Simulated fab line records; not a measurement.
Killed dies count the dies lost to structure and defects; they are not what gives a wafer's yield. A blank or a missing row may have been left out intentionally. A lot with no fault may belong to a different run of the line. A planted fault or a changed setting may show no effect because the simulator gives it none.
fab line records ; flow n5Finfet
record: lots: 11; wafers: 33; lastDay: 17
route steps=1938 shown MOL_CONTACT_COAG@557 BEOL_M4@1111 PASS1_CAP@1874 PASSIVATION@1907
lots that met no fault: taken from a fault-free run of the same line
startH: hours from the record's first day to the start of the lot's first wafer shown ; waitH: hours from the lot's prior step to this one ; " same as the row above ; L1.1+2: one row covering several wafers at once ; - no value present, or no start provided ; * or withheld: withheld ; < > ~ a bound
route shown NAME@n: NAME is a module with steps in the file, n the number in the route of the first one ; usual: the fault-free wafers' mean and standard deviation ; same: alike in all rows ; chamber/n: place in a boat ; sites: per-site readings ; _std_site: standard deviation of those values ; _edge_site: mean of outer sites minus mean of inner sites ; radiusMm: how far each site lies from the wafer's centre ; mask NAME#n: copy n ; behind: tool/chamber where the wafer was last shaped ; hold: reason for holding the lot/hours on hold/outcome of the hold ; device: names the non-switching transistor (n, p or np) ; end of line: tests of these same wafers at the route's end ; a step given without rows: its recipe and nothing more ; killed: dies lost to structure and defects at the first sort, not the wafer's yield ; map: shows each die of a wafer: x if killed, . if not, _ if none is there
set.NAME: the run value of the setting; set.NAME@STEP: its run value at that earlier step ; model.NAME: the simulator's own value behind a step, which no gauge read
route steps across a sampled set of lots; one table per step, one row per wafer
services: a tool's chamber out of use, with start hour (startH, from the record's first day; less than 0 if before it), hours out, and reason
== steps ==
step: N5_MOL_CONTACT_COAG_WET_ETCH_26
recipe: target: Co; targetDepthNm: 13
lot.wafer;tool;chamber;startH;waitH
L494.3+4+6;wetBench-05;5,7,0;111.52;0.0
L496.2+4+5;wetBench-05;5,0,6;119.75;0.0
L497.3+4+6;wetBench-06;0,5,4;126.25;0.0
L503.2+4+6;wetBench-05;5,7,3;168.99;0.0
L504.1+2+4;wetBench-06;6,1,0;171.05;0.0
L508.2+3+4;wetBench-05;7,6,1;188.00;0.0
L509.1+3+4;wetBench-01;2,3,4;201.27;0.0
L510.2+5+6;wetBench-05;4,5,6;207.82;0.0
L511.1+2+3;wetBench-05;6,0,2;208.32;0.0
L513.2+4+5;wetBench-06;7,1,6;217.87;0.0
L514.1+2+4;wetBench-06;2,6,5;224.69;0.0
step: N5_BEOL_M4_RC_MEAS_101
usual: DIBL_N: 36.9/1.7; DIBL_P: 36.7/2.1; IOFF_N: 0.17/0.032; IOFF_P: 0.22/0.036; ION_N: 674/12; ION_P: 461/7; SS_N: 71.7/0.6; SS_P: 73.4/0.67; VT_N: 249/3.1; VT_P: -250/3.2
lot.wafer;tool;chamber;startH;waitH;DIBL_N[mV/V];DIBL_P[mV/V];IOFF_N[nA/um];IOFF_P[nA/um];ION_N[uA/um];ION_P[uA/um];SS_N[mV/dec];SS_P[mV/dec];VT_N[mV];VT_P[mV]
L494.3;prober-02;0;186.05;0.3;35.1;33.9;0.13;0.15;653;449;70.7;73.5;251;-257
L494.4;prober-02;0;186.05;0.3;37.2;36.8;0.17;0.19;682;455;71.6;73.1;251;-255
L494.6;prober-02;0;186.05;0.3;37.5;35.1;0.17;0.16;677;451;71.5;73.5;248;-256
L496.2;prober-02;0;195.54;0.2;37.5;38.3;0.17;0.21;668;460;71.6;73.6;250;-252
L496.4;prober-02;0;195.54;0.2;40.4;42.5;0.24;0.28;691;463;72.7;75.5;242;-248
L496.5;prober-02;0;195.54;0.2;37.1;38.5;0.16;0.21;678;461;72.3;73.6;250;-251
L497.3;prober-02;0;197.64;0.4;38.0;40.4;0.20;0.27;687;469;72.1;73.6;244;-246
L497.4;prober-02;0;197.64;0.4;35.7;36.3;0.16;0.20;670;464;71.7;72.8;248;-251
L497.6;prober-02;0;197.64;0.4;37.3;39.3;0.18;0.26;671;463;72.3;73.7;248;-248
L508.2;prober-01;0;253.01;0.2;36.7;36.8;0.14;0.19;664;454;71.6;73.0;251;-253
L508.3;prober-01;0;253.01;0.2;37.6;36.9;0.18;0.19;671;455;72.4;72.8;248;-251
L508.4;prober-01;0;253.01;0.2;36.9;36.5;0.15;0.18;660;456;71.9;72.7;252;-252
L509.1;prober-02;0;270.93;0.0;38.5;38.0;0.19;0.24;676;466;71.9;73.7;248;-249
L509.3;prober-02;0;270.93;0.0;35.0;34.8;0.13;0.20;654;458;71.2;72.8;252;-252
L509.4;prober-02;0;270.93;0.0;32.8;32.0;0.11;0.16;660;455;70.6;72.6;253;-255
L510.2;prober-02;0;279.27;0.2;36.3;35.0;0.17;0.26;681;470;71.5;72.7;247;-245
L510.5;prober-02;0;279.27;0.2;34.8;33.8;0.13;0.23;668;469;71.8;72.6;254;-245
L510.6;prober-02;0;279.27;0.2;37.2;35.8;0.18;0.26;681;471;71.3;73.8;247;-245
L511.1;prober-01;0;285.93;0.0;37.1;37.7;0.17;0.27;679;465;72.8;73.5;248;-245
L511.2;prober-01;0;285.93;0.0;36.4;35.5;0.15;0.22;668;461;71.0;73.3;252;-245
L511.3;prober-01;0;285.93;0.0;38.0;38.3;0.21;0.28;702;472;73.2;74.1;244;-245
L513.2;prober-02;0;293.19;0.2;35.5;34.9;0.14;0.19;673;462;72.0;73.8;254;-250
L513.4;prober-02;0;293.19;0.2;32.0;30.8;0.10;0.14;651;452;69.8;72.5;255;-255
L513.5;prober-02;0;293.19;0.2;35.6;34.9;0.14;0.20;667;462;71.3;73.7;255;-251
L514.1;prober-02;0;295.20;0.0;37.5;38.7;0.20;0.28;681;473;72.4;74.4;244;-247
L514.2;prober-02;0;295.20;0.0;38.9;40.3;0.23;0.30;696;471;72.0;74.2;245;-243
L514.4;prober-02;0;295.20;0.0;35.0;35.1;0.14;0.22;660;468;71.2;73.2;251;-249
step: N5_PASSIVATION_PECVD_01
recipe: material: SiNx; targetThkA: 2000; tempC: 400; precursor: SiH4/NH3/N2; pressureTorr: 4.9; rfW: 1406; timeS: 43.2
usual: heaterPowerW: 365/100; showerheadPlenumPTorr: 8.72/0.09; throttleValvePct: 28.9/1.5
lot.wafer;tool;chamber;startH;waitH;heaterPowerW;showerheadPlenumPTorr;throttleValvePct
L494.3;pecvd-04;2;272.57;0.0;267;8.66;26.1
L494.4;pecvd-04;1;272.57;0.0;296;8.87;29.2
L494.6;pecvd-04;0;272.57;0.0;326;8.64;29.1
L496.2;pecvd-04;0;284.98;0.0;425;8.66;29.0
L496.4;pecvd-04;0;284.98;0.0;434;8.64;29.1
L496.5;pecvd-04;2;284.98;0.0;274;8.68;26.2
L497.3;pecvd-01;2;285.23;0.0;438;8.71;27.0
L497.4;pecvd-01;0;285.23;0.0;437;8.59;29.0
L497.6;pecvd-01;1;285.23;0.0;289;8.80;30.8
L508.2;pecvd-01;0;348.00;0.0;443;8.57;29.2
L508.3;pecvd-01;2;348.00;0.0;519;8.75;27.6
L508.4;pecvd-01;0;348.00;0.0;432;8.62;29.1
L509.1;pecvd-04;2;366.77;0.0;221;8.68;26.4
L509.3;pecvd-04;1;366.77;0.0;358;8.89;29.4
L509.4;pecvd-04;0;366.77;0.0;401;8.64;29.3
L510.2;pecvd-01;2;378.85;0.0;399;8.73;27.7
L510.5;pecvd-01;2;378.85;0.0;412;8.73;27.6
L510.6;pecvd-01;1;378.85;0.0;243;8.80;31.4
L511.1;pecvd-04;1;382.23;0.0;330;8.87;29.3
L511.2;pecvd-04;0;382.23;0.0;342;8.64;29.2
L511.3;pecvd-04;2;382.23;0.0;252;8.69;26.6
L514.1;pecvd-01;1;387.31;0.0;212;8.80;31.3
L514.2;pecvd-01;2;387.31;0.0;471;8.72;27.5
L514.4;pecvd-01;1;387.31;0.0;227;8.80;31.3
L513.2;pecvd-01;1;389.02;0.0;295;8.78;31.1
L513.4;pecvd-01;0;389.02;0.0;295;8.60;29.2
L513.5;pecvd-01;1;389.02;0.0;301;8.81;31.5
step: N5_PASSIVATION_INSPECT_64
recipe: mode: adi; inspectInstrument: macro
usual: rawDefectCount: 2.1/1.4
lot.wafer;tool;chamber;startH;waitH;rawDefectCount
L494.3;defectInspect-01;-;275.53;0.0;1
L494.4;defectInspect-01;-;275.53;0.0;1
L494.6;defectInspect-01;-;275.53;0.0;2
L496.2;defectInspect-02;-;288.05;0.0;1
L496.4;defectInspect-02;-;288.05;0.0;1
L496.5;defectInspect-02;-;288.05;0.0;3
L497.3;defectInspect-01;-;289.38;0.0;1
L497.4;defectInspect-01;-;289.38;0.0;2
L497.6;defectInspect-01;-;289.38;0.0;1
L508.2;defectInspect-01;-;355.75;0.0;0
L508.3;defectInspect-01;-;355.75;0.0;3
L508.4;defectInspect-01;-;355.75;0.0;1
L509.1;defectInspect-01;-;369.24;0.0;4
L509.3;defectInspect-01;-;369.24;0.0;3
L509.4;defectInspect-01;-;369.24;0.0;2
L510.2;defectInspect-01;-;381.27;0.0;1
L510.5;defectInspect-01;-;381.27;0.0;3
L510.6;defectInspect-01;-;381.27;0.0;2
L511.1;defectInspect-01;-;384.06;0.0;2
L511.2;defectInspect-01;-;384.06;0.0;3
L511.3;defectInspect-01;-;384.06;0.0;1
L514.1;defectInspect-01;-;390.01;0.0;2
L514.2;defectInspect-01;-;390.01;0.0;2
L514.4;defectInspect-01;-;390.01;0.0;2
L513.2;defectInspect-01;-;392.79;0.0;1
L513.4;defectInspect-01;-;392.79;0.0;1
L513.5;defectInspect-01;-;392.79;0.0;4
step: N5_PASSIVATION_STRIP_34
recipe: chemistry: O2; powerW: 600; tempC: 60; pressureMtorr: 30; rfFrequencyHz: 6e+07; biasPowerW: 0; overashFraction: 2; o2FlowSccm: 225
usual: drypumpMotorCurrentA: 5.4/0.37; oesProductAu: 0.78/0.093; rfVppV: 3.5/1.5; showerheadPlenumPTorr: 2.09/0.086; throttleValvePct: 16.59/0.16
same: biasPowerW: 0
lot.wafer;tool;chamber;startH;waitH;drypumpMotorCurrentA;oesProductAu;rfHoursCounterH;rfVppV;showerheadPlenumPTorr;throttleValvePct
L494.3;rieDiel-02;2;276.17;0.1;5.9;0.68;234;1.7;2.14;16.87
L494.4;rieDiel-02;1;276.17;0.1;5.0;0.84;68;5.6;2.14;16.48
L494.6;rieDiel-02;1;276.17;0.1;5.0;0.84;-;4.8;2.14;16.51
L496.2;rieDiel-02;2;288.81;0.1;5.9;0.68;238;5.5;2.14;16.86
L496.4;rieDiel-02;3;288.81;0.1;5.4;0.87;76;2.2;2.11;16.54
L496.5;rieDiel-02;2;288.81;0.1;5.9;0.68;-;0.6;2.14;16.82
L497.3;rieDiel-02;0;290.33;0.2;5.7;0.68;239;2.7;1.98;16.81
L497.4;rieDiel-02;1;290.33;0.2;5.0;0.81;73;2.5;2.14;16.45
L497.6;rieDiel-02;3;290.33;0.2;5.4;0.84;-;4.0;2.11;16.62
L508.2;rieDiel-02;3;357.02;0.3;5.4;0.81;96;3.5;2.11;16.56
L508.3;rieDiel-02;1;357.02;0.3;4.9;0.79;102;4.4;2.13;16.56
L508.4;rieDiel-02;1;357.02;0.3;5.0;0.79;-;2.6;2.13;16.56
L509.1;rieDiel-05;0;370.15;0.1;4.9;0.73;143;5.0;2.10;16.42
L509.3;rieDiel-05;3;370.15;0.1;5.7;0.79;87;9.1;2.19;16.52
L509.4;rieDiel-05;0;370.15;0.1;5.0;0.72;-;2.3;2.10;16.46
L510.2;rieDiel-05;2;382.41;0.1;5.9;0.97;5;2.0;2.16;16.34
L510.5;rieDiel-05;3;382.41;0.1;5.7;0.81;-;4.0;2.18;16.55
L510.6;rieDiel-05;2;382.41;0.1;5.9;0.96;-;5.8;2.16;16.31
L511.1;rieDiel-05;0;384.76;0.2;4.9;0.73;150;2.9;2.09;16.43
L511.2;rieDiel-05;3;384.76;0.2;5.7;0.78;93;6.0;2.18;16.51
L511.3;rieDiel-05;2;384.76;0.2;5.9;0.94;6;3.6;2.16;16.35
L514.1;rieDiel-02;2;391.26;0.3;5.9;0.92;11;3.1;2.13;16.45
L514.2;rieDiel-02;0;391.26;0.3;5.7;1.00;4;4.7;2.23;16.32
L514.4;rieDiel-02;1;391.26;0.3;4.9;0.76;118;4.4;2.12;16.61
L513.2;rieDiel-04;2;393.95;0.1;4.8;0.79;122;4.5;2.03;16.75
L513.4;rieDiel-04;3;393.95;0.1;5.6;0.95;5;2.4;2.22;16.30
L513.5;rieDiel-04;1;393.95;0.1;5.3;0.89;-;1.0;2.13;16.60
step: N5_PASSIVATION_PROBE_49
usual: defectLimitedYield: 91.7/1.5; killed_at_M0_to_M3: 32/9.6; killed_at_M4_up: 13/5.3; killedAtContacts: 12/6.8; killedAtFrontEnd: 36/9.8; killedAtOther: 4/3.1; killedDies: 98/17; killedOnRim: 13/4; killedOpen: 65/13; killedShort: 32/8.5; sort_bin_5_function: 4.9/0.93; sort_bin_6_memory: 3.2/0.67; sortNPass: 1082/17; sortYieldPct: 91.7/1.4
same: grossDies: 1180; killedAtBackSide: 0; sort_bin_4_leakage[%]: 0; sort_bin_8_speed[%]: 0
lot.wafer;tool;chamber;startH;waitH;defectLimitedYield[%];killed_at_M0_to_M3;killed_at_M4_up;killedAtContacts;killedAtFrontEnd;killedAtOther;killedDies;killedOnRim;killedOpen;killedShort;sort_bin_5_function[%];sort_bin_6_memory[%];sortNPass;sortYieldPct[%]
L503.2;prober-02;-;329.90;0.1;0;43;9;1085;39;4;1180;152;73;29;96.5;3.1;0;0
L503.4;prober-02;-;330.00;0.2;0;38;23;1086;32;1;1180;152;90;19;96.1;3.8;0;0
L503.6;prober-02;-;330.10;0.3;0;35;3;1120;20;2;1180;152;49;25;97.8;2.1;0;0
L504.1;prober-02;-;361.30;1.2;0;38;13;1082;44;3;1180;152;75;32;96.5;3.4;0;0
L504.2;prober-02;-;361.35;1.3;0;26;8;1099;45;2;1180;152;60;30;96.6;3.3;0;0
L504.4;prober-02;-;361.45;1.4;0;27;7;1099;45;2;1180;152;68;34;96.7;3.2;0;0
L508.4;prober-01;-;362.23;0.2;92.8;21;10;16;36;2;85;11;67;13;4.1;2.5;1095;92.8
L509.3;prober-01;-;374.54;0.1;92.9;30;20;5;28;1;84;11;55;27;4.7;2.2;1096;92.9
killed by level:class
L503.2 MOL_CONTACT_COAG:areaEtch=1078 FIN_SAQP:geometricParticle:open=9 BEOL_M1:geometricParticle:open=8 STI_FIN_REVEAL:geometricParticle:open=8 BEOL_M0_SAQP:geometricParticle:open=8 MOL_CONTACT_COAG:geometricParticle:open=7 BEOL_M2:geometricParticle:open=7 BEOL_M3:geometricParticle:open=7
L503.4 MOL_CONTACT_COAG:areaEtch=1071 STI_FIN_REVEAL:geometricParticle:open=17 BEOL_M4:geometricParticle:open=16 MOL_CONTACT_COAG:geometricParticle:open=14 BEOL_M3:geometricParticle:open=10 BEOL_M0_SAQP:geometricParticle:open=8 BEOL_M0_SAQP:geometricParticle:short=6 BEOL_M2:geometricParticle:open=4
L503.6 MOL_CONTACT_COAG:areaEtch=1106 MOL_CONTACT_COAG:geometricParticle:open=9 BEOL_M0_SAQP:geometricParticle:short=8 BEOL_M0_SAQP:geometricParticle:open=7 STI_FIN_REVEAL:geometricParticle:open=5 MOL_CONTACT_COAG:geometricParticle:short=5 BEOL_M2:geometricParticle:open=5 BEOL_M3:geometricParticle:open=5
L504.1 MOL_CONTACT_COAG:areaEtch=1071 STI_FIN_REVEAL:geometricParticle:open=11 MOL_CONTACT_COAG:geometricParticle:open=11 BEOL_M0_SAQP:geometricParticle:open=8 BEOL_M1:geometricParticle:open=8 FIN_SAQP:geometricParticle:open=7 FIN_SAQP:geometricParticle:short=6 BEOL_M2:geometricParticle:open=6
L504.2 MOL_CONTACT_COAG:areaEtch=1090 STI_FIN_REVEAL:geometricParticle:open=12 FIN_SAQP:geometricParticle:open=9 FIN_SAQP:geometricParticle:short=8 BEOL_M0_SAQP:geometricParticle:open=8 MOL_CONTACT_COAG:geometricParticle:open=7 BEOL_M0_SAQP:geometricParticle:short=7 BEOL_M3:geometricParticle:open=5
L504.4 MOL_CONTACT_COAG:areaEtch=1078 MOL_CONTACT_COAG:geometricParticle:open=19 STI_FIN_REVEAL:geometricParticle:open=17 BEOL_M0_SAQP:geometricParticle:short=7 BEOL_M1:geometricParticle:open=6 GATE_CUT:geometricParticle:short=5 FIN_SAQP:geometricParticle:short=4 GATE_CUT:geometricParticle:open=4
L508.4 MOL_CONTACT_COAG:geometricParticle:open=13 BEOL_M3:geometricParticle:open=13 FIN_SAQP:geometricParticle:open=10 BEOL_M4:geometricParticle:open=6 DUMMY_GATE:geometricParticle:open=5 HKMG_FIN:areaEtch=5 STI_FIN_REVEAL:geometricParticle:open=4 FIN_SAQP:geometricParticle:short=3
L509.3 STI_FIN_REVEAL:geometricParticle:open=10 BEOL_M4:geometricParticle:open=9 BEOL_M0:geometricParticle:short=8 BEOL_M1:geometricParticle:open=6 BEOL_M5:geometricParticle:open=6 MOL_CONTACT_COAG:geometricParticle:open=5 FIN_SAQP:geometricParticle:short=5 BEOL_M0_SAQP:geometricParticle:open=4
== services ==
tool;chamber;startH;hours;kind
pecvd-04;1;90.78;7.1;repair
wetBench-01;-;95.55;1.5;repair
rieDiel-02;-;110.97;2.8;pm
rieDiel-05;0;113.45;3.9;repair
rieDiel-05;-;116.55;0.5;repair
pecvd-01;1;151.00;6.7;repair
rieDiel-02;1;169.13;2.1;repair
pecvd-01;2;209.43;19.8;repair
rieDiel-05;0;213.96;11.5;repair
rieDiel-05;-;227.23;15.6;pm
pecvd-01;-;229.78;28.1;pm
rieDiel-05;1;253.43;2.5;repair
wetBench-06;-;256.14;4.4;pm
pecvd-01;0;265.44;4.3;repair
rieDiel-02;-;273.16;0.6;repair
rieDiel-05;-;278.82;0.5;repair
wetBench-06;-;282.13;0.8;repair
rieDiel-05;2;282.21;3.3;repair
wetBench-06;-;284.40;2.3;repair
rieDiel-02;3;310.74;16.3;repair
pecvd-04;-;314.96;6.0;pm
rieDiel-05;2;333.81;16.7;repair
rieDiel-05;-;364.22;2.8;pm
pecvd-04;-;388.65;1.0;repair
== key ==
firstSign: step: N5_PASSIVATION_PROBE_49; reading: killedAtContacts; direction: up; sigmas: 99+; usual: 12; struck: 1095
effect: step: N5_PASSIVATION_PROBE_49; reading: sort_bin_5_function; direction: up; sigmas: 99; usual: 4.9; struck: 96.7
moreKillsBornAt: N5_MOL_CONTACT_COAG_WET_ETCH_26@wetBench-05: 3255; N5_MOL_CONTACT_COAG_WET_ETCH_26@wetBench-06: 3239
metAt N5_MOL_CONTACT_COAG_WET_ETCH_26
struckLots L503,L504
laterRowsLeftOut L503.2,L503.4,L503.6,L504.1,L504.2,L504.4
notActingAt N5_PASSIVATION_PECVD_01,N5_PASSIVATION_INSPECT_64,N5_PASSIVATION_STRIP_34
onsetBetween 126.25 168.99
fault: kind: skippedStepWhole; tool: wetBench-05,wetBench-06; chamber: -; onsetH: 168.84; steps: N5_MOL_CONTACT_COAG_WET_ETCH_26; scope: struckLotsOnly
laterRowsLeftOut: the simulator's readings of these wafers behind a module that went badly wrong aren't trusted and aren't shown, but for the sort
